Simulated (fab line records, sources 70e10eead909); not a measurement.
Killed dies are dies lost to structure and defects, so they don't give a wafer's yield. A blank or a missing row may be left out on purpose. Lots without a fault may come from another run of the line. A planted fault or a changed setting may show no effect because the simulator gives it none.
Chamber matching | flow nand_harc | NHARC_P_GATE_ETCH_104 on rie_diel-02: 3 sister chambers
The step etches the open film in CF4/CHF3, target depth 60 nm. 16 wafers are shown with their chamber, then 8 later ones without.

WAFERS WITH THEIR CHAMBER
wafer  | chamber | showerhead_plenum_p_Torr (Torr) | drypump_motor_current_A (A) | rf_vpp_V (V)
L410.2 | 3       | 1.53                            | 5.96                        | 369.8
L410.5 | 2       | 1.54                            | 6.04                        | 370.2
L410.6 | 3       | 1.53                            | 5.98                        | 369.9
L412.2 | 1       | 1.67                            | 6.24                        | 374.7
L412.4 | 3       | 1.53                            | 5.98                        | 369.5
L412.6 | 1       | 1.67                            | 6.23                        | 374.9
L413.2 | 2       | 1.54                            | 6.01                        | 369.2
L413.3 | 1       | 1.67                            | 6.21                        | 373.6
L413.4 | 2       | 1.53                            | 6.06                        | 367.9
L414.1 | 1       | 1.67                            | 6.22                        | 373.5
L414.3 | 3       | 1.53                            | 6.01                        | 370.9
L414.5 | 3       | 1.53                            | 5.98                        | 369.5
L415.2 | 1       | 1.67                            | 6.22                        | 373.9
L415.3 | 3       | 1.53                            | 5.96                        | 369.1
L415.6 | 1       | 1.67                            | 6.22                        | 373.5
L417.1 | 3       | 1.53                            | 5.94                        | 370.2

SIGNATURES (means of the wafers above)
reading                  | chamber 1 | chamber 2 | chamber 3 | scatter within a chamber
showerhead_plenum_p_Torr | 1.6700    | 1.5367    | 1.5300    | 0.00226
drypump_motor_current_A  | 6.2233    | 6.0367    | 5.9729    | 0.0191
rf_vpp_V                 | 374.017   | 369.100   | 369.843   | 0.716
Rule: a wafer's distance from a chamber is the root of the sum, over the readings, of the square of ((its reading less the chamber's mean) divided by the reading's scatter). The wafer belongs to the nearest chamber; if the next one is less than 2 further off, it can't be placed. The scatter: the root of (the sum of the squares of (reading less its chamber's mean) over the shown wafers, divided by (wafers less chambers)).

WAFERS WITHOUT THEIR CHAMBER
wafer  | showerhead_plenum_p_Torr (Torr) | drypump_motor_current_A (A) | rf_vpp_V (V)
L417.4 | 1.53                            | 5.96                        | 369.5
L417.5 | 1.53                            | 6.01                        | 368.7
L424.1 | 1.53                            | 6.03                        | 369.3
L424.3 | 1.53                            | 6.08                        | 368.5
L424.6 | 1.66                            | 6.23                        | 374.1
L429.1 | 1.53                            | 5.97                        | 369.7
L429.2 | 1.66                            | 6.25                        | 373.1
L429.3 | 1.53                            | 5.99                        | 371.0

WHICH CHAMBER EACH WENT THROUGH
wafer  | from the rows above     | in truth
L417.4 | 3                       | 3
L417.5 | can't be placed: 3 or 2 | 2
L424.1 | can't be placed: 2 or 3 | 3
L424.3 | 2                       | 2
L424.6 | 1                       | 1
L429.1 | 3                       | 3
L429.2 | 1                       | 1
L429.3 | 3                       | 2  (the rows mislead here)
Placed correctly: 5 of 8. Can't be placed from these rows: 2 (the true chamber is among the candidates in 2). Placed wrongly: 1.
